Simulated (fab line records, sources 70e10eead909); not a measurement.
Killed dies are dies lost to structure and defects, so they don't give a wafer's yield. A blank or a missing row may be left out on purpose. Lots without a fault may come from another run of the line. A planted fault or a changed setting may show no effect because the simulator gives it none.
Chamber matching | flow nand_harc | NHARC_A_CONTACT_ETCH_102 on rie_diel-06: 4 sister chambers
The step etches the open film in CF4/O2, target depth 70 nm, overetch 7 nm, time 38.5 s. 18 wafers are shown with their chamber, then 9 later ones without.

WAFERS WITH THEIR CHAMBER
wafer  | chamber | showerhead_plenum_p_Torr (Torr) | drypump_motor_current_A (A) | rf_vpp_V (V)
L077.2 | 2       | 1.43                            | 5.5                         | 198.8
L077.3 | 0       | 1.26                            | 5.7                         | 196.3
L077.5 | 0       | 1.26                            | 5.7                         | 196.8
L074.2 | 3       | 1.26                            | 6.1                         | 196.6
L074.4 | 1       | 1.29                            | 5.0                         | 196.4
L074.6 | 0       | 1.26                            | 5.7                         | 197.9
L081.2 | 2       | 1.43                            | 5.6                         | 200.8
L081.4 | 0       | 1.26                            | 5.7                         | 196.7
L081.6 | 3       | 1.25                            | 6.1                         | 196.3
L082.2 | 0       | 1.26                            | 5.7                         | 196.7
L082.3 | 2       | 1.43                            | 5.5                         | 199.3
L082.6 | 2       | 1.43                            | 5.6                         | 200.9
L084.3 | 1       | 1.29                            | 5.0                         | 198.6
L084.4 | 1       | 1.29                            | 5.0                         | 196.5
L084.5 | 3       | 1.25                            | 6.1                         | 196.9
L087.1 | 1       | 1.29                            | 5.0                         | 195.9
L087.3 | 0       | 1.26                            | 5.7                         | 196.1
L087.6 | 2       | 1.43                            | 5.6                         | 200.5

SIGNATURES (means of the wafers above)
reading                  | chamber 0 | chamber 1 | chamber 2 | chamber 3 | scatter within a chamber
showerhead_plenum_p_Torr | 1.2600    | 1.2900    | 1.4300    | 1.2533    | 0.00218
drypump_motor_current_A  | 5.700     | 5.000     | 5.560     | 6.100     | 0.0293
rf_vpp_V                 | 196.750   | 196.850   | 200.060   | 196.600   | 0.847
Rule: a wafer's distance from a chamber is the root of the sum, over the readings, of the square of ((its reading less the chamber's mean) divided by the reading's scatter). The wafer belongs to the nearest chamber; if the next one is less than 2 further off, it can't be placed. The scatter: the root of (the sum of the squares of (reading less its chamber's mean) over the shown wafers, divided by (wafers less chambers)).

WAFERS WITHOUT THEIR CHAMBER
wafer  | showerhead_plenum_p_Torr (Torr) | drypump_motor_current_A (A) | rf_vpp_V (V)
L086.1 | 1.26                            | 5.7                         | 197.2
L086.3 | 1.25                            | 6.1                         | 196.0
L086.4 | 1.43                            | 5.5                         | 198.5
L089.1 | 1.25                            | 6.1                         | 194.6
L089.2 | 1.25                            | 5.7                         | 195.4
L089.6 | 1.28                            | 5.0                         | 197.9
L094.3 | 1.28                            | 5.0                         | 196.7
L094.4 | 1.25                            | 5.6                         | 195.5
L094.5 | 1.28                            | 5.0                         | 197.7

WHICH CHAMBER EACH WENT THROUGH
wafer  | from the rows above | in truth
L086.1 | 0                   | 0
L086.3 | 3                   | 3
L086.4 | 2                   | 2
L089.1 | 3                   | 3
L089.2 | 0                   | 0
L089.6 | 1                   | 1
L094.3 | 1                   | 1
L094.4 | 0                   | 0
L094.5 | 1                   | 1
Placed correctly: 9 of 9. Can't be placed from these rows: 0. Placed wrongly: 0.
